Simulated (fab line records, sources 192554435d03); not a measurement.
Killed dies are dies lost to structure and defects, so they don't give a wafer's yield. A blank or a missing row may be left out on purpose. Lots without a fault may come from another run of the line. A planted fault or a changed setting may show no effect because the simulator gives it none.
Split-lot experiment | flow n5_finfet | 7 lots, 21 wafers read, on a route of 1938 steps

THE SPLIT
At N5_BEOL_M11_VIA_ETCH_34 (etches SiCOH lowk in C4F6/O2, target depth 184.5 nm, time 69.2 s), the setting time_s was moved away from the recipe's 69.2 s on 5 of the 21 wafers read, by -20.9% to +17.6%. The other wafers ran this setting at the recipe's value.

The reading is taken at the split's own step.

THE READING
SOC_of_BEOL_M11_COAT_63.thk_nm (the simulator's own value, which no gauge read), in nm, at N5_BEOL_M11_VIA_ETCH_34 (etches SiCOH lowk in C4F6/O2, target depth 184.5 nm, time 69.2 s). The file gives no usual value for it. The 16 wafers here that ran the recipe average 92.0 nm, standard deviation 0.24 nm.

wafer  | tool, chamber at the split | time_s as run, s | against the recipe | SOC_of_BEOL_M11_COAT_63.thk_nm, nm | against lot-mates on the recipe
L075.1 | rie_diel-01, 1             | 69.2             | recipe             | 92.2                               | -
L075.2 | rie_diel-01, 2             | 81.35            | +17.6%             | 90.8                               | -1.3
L075.5 | rie_diel-01, 2             | 69.2             | recipe             | 92                                 | -
L080.2 | rie_diel-02, 2             | 54.74            | -20.9%             | 93.4                               | +1.3
L080.5 | rie_diel-02, 1             | 69.2             | recipe             | 92.2                               | -
L080.6 | rie_diel-02, 0             | 69.2             | recipe             | 92                                 | -
L081.1 | rie_diel-02, 2             | 54.75            | -20.9%             | 94                                 | +1.6
L081.3 | rie_diel-02, 0             | 69.2             | recipe             | 92.4                               | -
L081.5 | rie_diel-02, 3             | 54.75            | -20.9%             | 94                                 | +1.6
L084.1 | rie_diel-04, 0             | 69.2             | recipe             | 92                                 | -
L084.2 | rie_diel-04, 1             | 69.2             | recipe             | 91.6                               | -
L084.3 | rie_diel-04, 2             | 69.2             | recipe             | 91.6                               | -
L088.2 | rie_diel-02, 3             | 69.2             | recipe             | 91.6                               | -
L088.3 | rie_diel-02, 2             | 69.2             | recipe             | 91.8                               | -
L088.5 | rie_diel-02, 1             | 69.2             | recipe             | 91.8                               | -
L096.1 | rie_diel-04, 3             | 69.2             | recipe             | 92                                 | -
L096.2 | rie_diel-04, 1             | 69.2             | recipe             | 92.2                               | -
L096.3 | rie_diel-04, 0             | 69.2             | recipe             | 92.2                               | -
L092.1 | rie_diel-04, 3             | 69.2             | recipe             | 91.8                               | -
L092.4 | rie_diel-04, 1             | 69.2             | recipe             | 91.8                               | -
L092.5 | rie_diel-04, 0             | 77.73            | +12.3%             | 91.2                               | -0.6

THE FIT
A straight line over all 21 wafers: SOC_of_BEOL_M11_COAT_63.thk_nm changes by -0.0813 nm for each +1% of time_s; r = -0.95; the points scatter about the line by 0.26 nm.
The same after taking each lot's own level away (the mean of its wafers on the recipe; 21 wafers): -0.0699 nm for each +1%; r = -0.98; scatter 0.13 nm.
On that fit, the largest move of time_s shifts the reading by 1.5 nm.
The lots' own levels span 91.73 to 92.40 nm, that is 2.8 times the standard deviation above.
So the lot-to-lot level changes the slope: the two fits differ.
Check: with one of the wafers moved furthest among these (-20.9%) left out of the fit, the line predicts +1.54 nm for it against its lot-mates. It came out at +1.3 nm against them.

OTHER SPLITS ON THESE WAFERS
These wafers also went through other splits before the reading. Each is held against what the fit with the lots' levels taken away leaves over:
other split on the same wafers             | wafers away from the commonest value | r with SOC_of_BEOL_M11_COAT_63.thk_nm (lot level and that fit taken away)
N5_BEOL_M5_ETCH_72 bias_w                  | 9                                    | +0.05
N5_BEOL_M5_ETCH_62 source_w                | 6                                    | +0.15
N5_BEOL_M6_PECVD_70 temp_c                 | 10                                   | +0.17
N5_BEOL_M6_TRENCH_ETCH_37 source_w         | 7                                    | +0.34
N5_BEOL_M6_ALD_77 co_reactant_pulse_time_s | 8                                    | -0.04
N5_BEOL_M7_COAT_71 spin_rpm                | 5                                    | +0.33
N5_BEOL_M7_DESCUM_33 time_s                | 7                                    | +0.33
N5_BEOL_M8_VIA_ETCH_34 bias_w              | 6                                    | +0.21
N5_BEOL_M10_VIA_ETCH_34 time_s             | 9                                    | -0.18
N5_BEOL_M10_ETCH_41 source_w               | 14                                   | -0.36

THE WHOLE CHAIN: every reading that the file lists as answering this split, in the file's order
step                    | what it does                                                     | reading                                                                         | change (the file's fit)                | r (the file's)
N5_BEOL_M11_VIA_ETCH_34 | etches SiCOH lowk in C4F6/O2, target depth 184.5 nm, time 69.2 s | etch.depth_nm (the simulator's own value, which no gauge read)                  | +1.81 nm for each +1% of the setting   | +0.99
N5_BEOL_M11_VIA_ETCH_34 | etches SiCOH lowk in C4F6/O2, target depth 184.5 nm, time 69.2 s | SOC_of_BEOL_M11_COAT_63.thk_nm (the simulator's own value, which no gauge read) | -0.0681 nm for each +1% of the setting | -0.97

THE FILE'S OWN FIT
SOC_of_BEOL_M11_COAT_63.thk_nm changes by -0.0681 nm for each +1% of time_s, r = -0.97.
